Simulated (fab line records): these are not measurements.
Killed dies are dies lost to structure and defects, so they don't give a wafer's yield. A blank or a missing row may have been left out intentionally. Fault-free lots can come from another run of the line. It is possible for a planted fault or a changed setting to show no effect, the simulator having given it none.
fab line records	flow nandHarc
record: lots: 14	wafers: 42	lastDay: 25
route steps=1159 shown A_CHANNEL_FILL_D1@507 A_STAIRCASE@525
lots untouched by any fault: they come from a run of this same line in which no faults occurred
startH: hours from the record's opening day to when the first of the lot's shown wafers began	waitH: hours elapsed since this lot's preceding step	" repeats the value in the row above	L1.1+2: a single row standing in for several wafers	- value missing, or start not given	* or withheld: withheld	< > ~ a bound
route shown NAME@n: NAME is a module with steps in the file, n the number in the route of the first one	usual: mean and standard deviation over wafers with no fault	same: alike in all rows	chamber/n: place in a boat	sites: readings site by site	_std_site: standard deviation of those values	_edge_site: inner sites' mean taken away from outer sites' mean	radiusMm: how far each site lies from the wafer's centre	mask NAME#n: copy n	behind: the last tool/chamber to shape the wafer	hold: cause of the lot's hold/its duration in hours/its outcome	device: the transistor (n, p or np) that didn't switch	end of line: tests run on the same wafers once the route is complete	where a step has no rows: the recipe by itself	killed: dies that structure and defects cost at the first sort, which is not the same as the wafer's yield	map: the dies of a wafer, with x for killed, . for not killed, _ for no die there
set.NAME: setting as actually run; set.NAME@STEP: the setting as run at that earlier step	model.NAME: the simulator's own value behind a step, which no gauge read
steps of the route over a sample of lots; a table a step, a row a wafer
services: the hour from which a tool's chamber was out of use, counted from the record's first day as startH (under 0 if before that day), plus the number of hours and why
== steps ==
step: NHARC_A_CHANNEL_FILL_D1_ALD_25
recipe: targetThkA: 600	pulseTimeS: 10	aldCycles: 600	tempC: 300	material: SiOx
usual: heaterPowerW: 471/30	precursorPulseHeightRel: 1.002/0.019
lot.wafer	tool	chamber	startH	waitH	heaterPowerW	precursorPulseHeightRel
L734.4	aldHk-03	1	229.09	0.0	429	0.955
L734.1	"	3	230.32	1.3	482	1.004
L734.6	"	1	231.55	2.5	436	1.030
L735.3	aldHk-03	0	234.58	1.3	489	0.987
L735.4	"	1	"	"	444	0.992
L735.5	"	2	"	"	460	0.989
L737.4	aldHk-04	1	241.85	0.1	466	1.003
L737.1	"	2	"	"	504	1.019
L737.3	"	0	243.71	2.0	524	1.008
L738.1	aldHk-01	2	243.02	1.3	483	1.003
L738.4	"	3	"	"	442	0.980
L738.5	"	0	"	"	448	1.005
L739.1	aldHk-01	3	256.41	0.1	436	1.027
L739.4	"	0	"	"	432	0.980
L739.3	"	1	"	"	455	0.999
L740.3	aldHk-04	3	256.41	0.1	462	0.995
L740.1	"	2	258.23	1.9	523	1.002
L740.6	"	3	"	"	445	0.998
L744.1	aldHk-01	3	276.73	0.1	432	1.000
L744.4	"	0	"	"	456	1.028
L744.5	"	0	279.79	3.1	453	1.016
L743.4	aldHk-04	1	277.76	1.1	456	1.004
L743.5	"	0	279.62	2.9	506	1.019
L743.6	"	1	"	"	453	0.989
L747.3	aldHk-01	1	293.00	0.7	453	0.999
L747.1	"	3	294.24	1.9	443	0.993
L747.5	"	0	"	"	441	0.996
L746.1	aldHk-03	0	296.67	0.1	487	0.995
L746.6	"	0	299.16	2.5	490	0.996
L746.5	"	1	"	"	436	0.981
L753.2	aldHk-01	3	337.63	1.3	438	1.011
L753.4	"	0	"	"	444	0.974
L753.5	"	2	339.48	3.1	508	1.025
L756.4	aldHk-01	2	346.16	1.3	489	1.009
L756.3	"	3	"	"	447	0.994
L756.6	"	1	348.01	3.1	451	1.022
L754.3	aldHk-04	3	346.17	1.3	460	1.008
L754.6	"	1	347.42	2.5	456	0.981
L754.5	"	2	"	"	515	1.043
L755.3	aldHk-03	1	353.13	0.1	460	1.001
L755.2	"	2	"	"	450	1.003
L755.1	"	0	355.00	1.9	532	0.966
step: NHARC_A_CHANNEL_FILL_D1_RTA_24
recipe: tempC: 1000	timeS: 5
usual: lampPowerPct: 33.4/1.6	wafer_temp_C_max: 1005.4/0.95
lot.wafer	tool	chamber	startH	waitH	lampPowerPct	wafer_temp_C_max
L734.1	rtpAnneal-01	0	240.87	0.1	32.2	1005.2
L734.4	"	0	"	"	32.3	1006.6
L734.6	"	0	"	"	32.3	1005.5
L735.3	rtpAnneal-02	0	245.13	0.1	35.6	1004.4
L735.4	"	0	"	"	35.6	1006.3
L735.5	"	0	"	"	35.7	1003.6
L738.1	rtpAnneal-02	0	253.74	0.1	35.6	1006.0
L738.4	"	0	"	"	35.6	1004.5
L738.5	"	0	"	"	35.7	1005.6
L737.1	rtpAnneal-01	0	253.90	0.3	32.3	1005.2
L737.3	"	0	"	"	32.3	1005.0
L737.4	"	0	"	"	32.3	1004.1
L740.1	rtpAnneal-01	0	268.16	0.0	32.3	1004.4
L740.3	"	0	"	"	32.3	1006.2
L740.6	"	0	"	"	32.3	1007.0
L739.1	rtpAnneal-01	0	268.33	0.2	32.3	1006.3
L739.3	"	0	"	"	32.3	1006.6
L739.4	"	0	"	"	32.3	1004.9
L744.1	rtpAnneal-01	0	288.46	0.0	32.2	1004.7
L744.4	"	0	"	"	32.2	1005.1
L744.5	"	0	"	"	32.2	1006.0
L743.4	rtpAnneal-02	0	288.57	0.1	35.6	1005.3
L743.5	"	0	"	"	35.6	1004.5
L743.6	"	0	"	"	35.6	1004.6
L747.1	rtpAnneal-01	0	304.48	0.2	32.3	1004.6
L747.3	"	0	"	"	32.2	1005.3
L747.5	"	0	"	"	32.2	1006.6
L746.1	rtpAnneal-01	0	308.38	0.0	32.3	1006.7
L746.5	"	0	"	"	32.2	1006.6
L746.6	"	0	"	"	32.3	1005.1
L753.2	rtpAnneal-01	0	348.32	0.1	32.3	1005.7
L753.4	"	0	"	"	32.3	1005.1
L753.5	"	0	"	"	32.3	1006.0
L754.3	rtpAnneal-01	0	356.73	0.1	32.2	1005.8
L754.5	"	0	"	"	32.3	1005.5
L754.6	"	0	"	"	32.3	1006.4
L756.3	rtpAnneal-02	0	356.75	0.1	35.6	1005.0
L756.4	"	0	"	"	35.6	1004.6
L756.6	"	0	"	"	35.6	1005.0
L755.1	rtpAnneal-01	0	365.01	0.0	32.3	1007.0
L755.2	"	0	"	"	32.3	1004.8
L755.3	"	0	"	"	32.3	1005.2
step: NHARC_A_STAIRCASE_EXPOSE_163
recipe: na: 0.5	doseMj: 20.01	maskId: STAIR_OPEN
usual: exposureDoseMJCm2: 20.010/0.02	focusOffsetNm: 0.1/0.44	reticleTempC: 22.99/0.11
lot.wafer	tool	chamber	startH	waitH	mask	exposureDoseMJCm2	focusOffsetNm	reticleTempC
L734.1	krfScanner-03	0	241.74	-	STAIR_OPEN#0	20.007	0.8	22.87
L734.4	"	0	"	"	STAIR_OPEN#0	20.009	0.7	22.96
L734.6	"	0	"	"	STAIR_OPEN#0	20.026	-0.1	23.00
L735.3	krfScanner-01	0	246.10	-	STAIR_OPEN#0	20.015	0.6	23.03
L735.4	"	0	"	"	STAIR_OPEN#0	20.027	1.2	22.99
L735.5	"	0	"	"	STAIR_OPEN#0	20.001	0.2	22.96
L738.1	krfScanner-03	0	254.61	-	STAIR_OPEN#0	20.049	0.1	22.91
L738.4	"	0	"	"	STAIR_OPEN#0	20.060	-0.2	23.12
L738.5	"	0	"	"	STAIR_OPEN#0	20.055	-0.7	23.04
L737.1	krfScanner-01	0	254.77	-	STAIR_OPEN#0	20.021	0.5	22.84
L737.3	"	0	"	"	STAIR_OPEN#0	19.995	0.4	22.96
L737.4	"	0	"	"	STAIR_OPEN#0	20.014	-0.2	22.92
L740.1	krfScanner-03	0	269.03	-	STAIR_OPEN#0	20.004	0.5	22.96
L740.3	"	0	"	"	STAIR_OPEN#0	19.986	-0.1	23.16
L740.6	"	0	"	"	STAIR_OPEN#0	19.991	0.3	23.25
L739.1	krfScanner-01	0	269.20	-	STAIR_OPEN#0	20.010	-0.1	22.88
L739.3	"	0	"	"	STAIR_OPEN#0	19.992	0.3	22.89
L739.4	"	0	"	"	STAIR_OPEN#0	19.967	-0.2	23.01
L743.4	krfScanner-02	0	289.37	-	STAIR_OPEN#0	20.043	0.4	23.40
L743.5	"	0	"	"	STAIR_OPEN#0	20.007	-1.0	22.98
L743.6	"	0	"	"	STAIR_OPEN#0	19.995	0.5	23.09
L744.1	krfScanner-03	0	289.51	-	STAIR_OPEN#0	20.018	0.8	22.94
L744.4	"	0	"	"	STAIR_OPEN#0	19.968	0.4	22.91
L744.5	"	0	"	"	STAIR_OPEN#0	20.005	0.5	22.77
L747.1	krfScanner-02	-	305.35	-	STAIR_OPEN#0	-	-	-
L747.3	"	-	"	"	STAIR_OPEN#0	-	-	-
L747.5	"	-	"	"	STAIR_OPEN#0	-	-	-
L746.1	krfScanner-03	-	309.25	-	STAIR_OPEN#0	-	-	-
L746.5	"	-	"	"	STAIR_OPEN#0	-	-	-
L746.6	"	-	"	"	STAIR_OPEN#0	-	-	-
L753.2	krfScanner-02	0	351.46	-	STAIR_OPEN#0	20.007	-0.1	23.02
L753.4	"	0	"	"	STAIR_OPEN#0	19.995	0.5	23.15
L753.5	"	0	"	"	STAIR_OPEN#0	19.982	-0.7	23.07
L754.3	krfScanner-02	0	357.43	-	STAIR_OPEN#0	20.014	0.3	23.02
L754.5	"	0	"	"	STAIR_OPEN#0	19.978	0.3	22.94
L754.6	"	0	"	"	STAIR_OPEN#0	20.010	-0.3	22.97
L756.3	krfScanner-01	0	357.59	-	STAIR_OPEN#0	19.974	0.9	22.83
L756.4	"	0	"	"	STAIR_OPEN#0	20.013	0.5	22.90
L756.6	"	0	"	"	STAIR_OPEN#0	20.009	0.6	22.98
L755.1	krfScanner-01	0	365.76	-	STAIR_OPEN#0	19.973	-0.1	22.96
L755.2	"	0	"	"	STAIR_OPEN#0	19.980	-0.2	22.97
L755.3	"	0	"	"	STAIR_OPEN#0	19.980	-0.5	22.87
step: NHARC_A_STAIRCASE_ETCH_170
recipe: targetDepthA: 2000	timeS: 66.667	ionEnergyEv: 250	c4f6FlowSccm: 25	o2FlowSccm: 20	arFlowSccm: 500	rfW: 600	biasW: 500	chemistry: C4F6/O2
usual: drypumpMotorCurrentA: 5.75/0.27	o2FlowSccm: 20.00/0.063	oesProductAu: 0.980/0.019	rfVppV: 546/3.3	showerheadPlenumPTorr: 3.86/0.15	throttleValvePct: 26.903/0.0083
lot.wafer	tool	chamber	startH	waitH	drypumpMotorCurrentA	o2FlowSccm	oesProductAu	rfHoursCounterH	rfVppV	showerheadPlenumPTorr	throttleValvePct
L734.4	rieDiel-07	0	-	-	5.53	20.00	0.984	2	548	4.06	26.900
L734.1	"	2	"	"	5.93	20.02	0.987	1	548	3.93	26.892
L734.6	"	1	"	"	5.69	19.99	1.010	-	549	4.02	26.912
L735.3	rieDiel-02	3	-	-	5.27	20.02	0.961	22	544	3.87	26.897
L735.4	"	0	"	"	6.03	19.95	0.982	31	542	3.78	26.903
L735.5	"	3	"	"	5.27	20.06	0.960	-	545	3.87	26.901
L738.1	rieDiel-02	1	-	-	6.21	20.01	0.992	35	546	3.90	26.889
L738.4	"	2	"	"	5.78	20.03	0.974	35	549	3.97	26.907
L738.5	"	0	"	"	5.99	20.00	1.001	-	543	3.78	26.915
L737.1	rieDiel-01	3	-	-	5.96	20.00	0.954	38	543	3.73	26.887
L737.3	"	1	"	"	5.38	20.09	0.992	36	542	3.72	26.903
L737.4	"	2	"	"	5.68	20.00	0.983	42	541	3.65	26.902
L740.3	rieDiel-01	3	-	-	5.95	19.91	0.973	43	542	3.72	26.901
L740.1	"	0	"	"	5.67	19.93	1.016	46	547	3.95	26.895
L740.6	"	1	"	"	5.36	19.96	0.995	-	542	3.71	26.910
L739.4	rieDiel-01	2	-	-	5.76	19.96	0.993	48	541	3.65	26.903
L739.3	"	3	"	"	5.97	19.99	0.973	43	543	3.73	26.905
L739.1	"	0	"	"	5.66	19.88	0.997	46	549	3.95	26.880
L744.1	rieDiel-07	2	-	-	5.97	19.83	0.978	20	547	3.92	26.899
L744.4	"	3	"	"	6.18	19.99	0.990	21	551	4.10	26.913
L744.5	"	3	"	"	6.19	20.02	0.991	-	551	4.10	26.902
L743.6	rieDiel-01	2	-	-	5.72	19.96	0.984	-	542	3.65	26.911
L743.5	"	0	"	"	5.67	19.97	1.008	-	547	3.95	26.899
L743.4	"	1	"	"	5.42	19.94	0.987	-	541	3.71	26.898
L747.1	rieDiel-02	0	-	-	5.99	19.93	0.955	51	545	3.77	26.901
L747.3	"	1	"	"	6.19	20.09	0.953	51	546	3.89	26.904
L747.5	"	2	"	"	5.80	20.07	0.940	-	548	3.96	26.906
L746.1	rieDiel-01	0	-	-	5.66	20.04	0.995	61	549	3.94	26.898
L746.5	"	0	"	"	5.65	20.01	0.983	-	546	3.94	26.911
L746.6	"	1	"	"	5.41	20.00	0.980	-	542	3.71	26.912
L753.2	rieDiel-02	2	-	-	5.77	19.99	0.962	6	546	3.95	26.893
L753.4	"	3	"	"	5.25	20.08	0.967	6	545	3.85	26.880
L753.5	"	1	"	"	6.16	19.93	1.003	-	545	3.88	26.921
L754.3	rieDiel-07	2	-	-	5.90	19.89	0.991	45	547	3.91	26.905
L754.5	"	2	"	"	5.94	19.91	0.997	-	545	3.91	26.905
L754.6	"	1	"	"	5.68	20.01	1.006	-	548	3.99	26.896
L756.3	rieDiel-07	1	-	-	5.65	19.92	1.005	46	547	3.99	26.900
L756.4	"	2	"	"	5.97	20.06	0.978	-	546	3.91	26.916
L756.6	"	3	"	"	6.21	19.97	0.981	-	551	4.09	26.904
L755.1	rieDiel-07	2	-	-	5.96	20.09	0.989	48	549	3.91	26.890
L755.3	"	3	"	"	6.19	19.96	1.000	49	550	4.09	26.902
L755.2	"	0	"	"	5.54	19.97	1.000	45	549	4.03	26.895
== services ==
tool	chamber	startH	hours	kind
krfScanner-02	-	210.00	4.0	pm
rieDiel-01	1	215.95	7.9	repair
rieDiel-01	3	219.31	15.7	repair
krfScanner-03	-	223.32	2.2	repair
aldHk-01	-	228.00	10.0	pm
aldHk-01	0	228.00	10.0	ventCycle
aldHk-01	1	228.00	10.0	ventCycle
aldHk-01	2	228.00	10.0	ventCycle
aldHk-01	3	228.00	10.0	ventCycle
rieDiel-07	-	228.20	9.0	pm
krfScanner-03	-	237.05	0.2	repair
aldHk-01	0	238.00	-	clean
aldHk-01	1	238.00	-	clean
aldHk-01	2	238.00	-	clean
krfScanner-01	-	256.00	4.0	pm
krfScanner-02	-	262.02	0.2	repair
rieDiel-01	3	288.44	4.6	repair
rieDiel-02	-	297.41	0.8	repair
rtpAnneal-02	-	300.00	12.0	pm
rieDiel-02	-	327.99	9.0	pm
aldHk-03	-	329.21	0.7	repair
krfScanner-03	-	340.00	4.0	pm
krfScanner-01	-	347.93	2.5	repair
rieDiel-07	0	347.99	10.7	repair
== key ==
firstSign: step: NHARC_A_STAIRCASE_EXPOSE_163	reading: toolRecord	direction: missing
effect none on later readings
metAt NHARC_A_STAIRCASE_EXPOSE_163
struckLots L746,L747
laterRowsLeftOut L746.1,L746.5,L746.6,L747.1,L747.3,L747.5
sortLeftOut L746.1,L746.5,L746.6,L747.1,L747.3,L747.5
testerLeftOut L746,L747
notActingAt NHARC_A_CHANNEL_FILL_D1_ALD_25,NHARC_A_CHANNEL_FILL_D1_RTA_24,NHARC_A_STAIRCASE_ETCH_170
onsetBetween 289.51 305.35
fault: kind: skippedStepWhole	tool: krfScanner-02,krfScanner-03	chamber: -	onsetH: 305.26	steps: NHARC_A_STAIRCASE_EXPOSE_163	scope: struckLotsOnly
testerLeftOut: of these lots the tester's yield and bins aren't shown, on N5 and GAA mostly nor the transistor test; their killed dies are dies lost to structure and defects alone, not to doping, threshold or leakage, so they don't give the yield
sortLeftOut: the simulated sort isn't trusted on such a fault, so these wafers' sort isn't shown, and their yield isn't known
laterRowsLeftOut: the simulator's readings of these wafers behind a module that went badly wrong aren't trusted and aren't shown, but for the sort
